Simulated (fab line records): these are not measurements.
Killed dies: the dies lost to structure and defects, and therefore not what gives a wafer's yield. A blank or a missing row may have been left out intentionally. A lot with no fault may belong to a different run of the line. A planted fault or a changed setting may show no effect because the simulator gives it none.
Matching of chambers	flow n5_finfet	4 sister chambers for N5_SD_EPI_N_LINER_46 on ald_sin-02
The step material SiNx, target thk 3 nm. 4 wafers are shown with their chamber, then 7 later ones without.

WAFERS, EACH WITH ITS CHAMBER
wafer	chamber	heater_power_w (W)
L079.2	2	748
L079.5	3	966
L086.3	1	910
L086.4	0	981

WAFERS WITHOUT THEIR CHAMBER
wafer	heater_power_w (W)
L086.6	909
L089.1	912
L089.3	981
L089.6	962
L093.2	908
L093.5	716
L093.6	907

THE CHAMBER EACH PASSED THROUGH
wafer	from the rows above	in truth
L086.6	1	1
L089.1	1	1
L089.3	can't be placed: 0 or 3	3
L089.6	can't be placed: 3 or 0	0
L093.2	1	1
L093.5	2	2
L093.6	1	1
5 of 7 placed correctly. Unplaceable from these rows: 2, with the true chamber sitting among the candidates in 2. Placed wrongly: 0.
How it was worked out, from the rows above alone: a wafer's distance from a chamber is the root of the sum, over the readings, of the square of ((its reading less the chamber's mean) divided by the reading's scatter). The wafer belongs to the nearest chamber; if the next one is less than 2 further off, it can't be placed. A chamber's mean is the mean of its shown wafers. The scatter (one wafer shown for each chamber): square how far every hidden wafer sits from the nearest shown wafer, average those squares and take the square root.
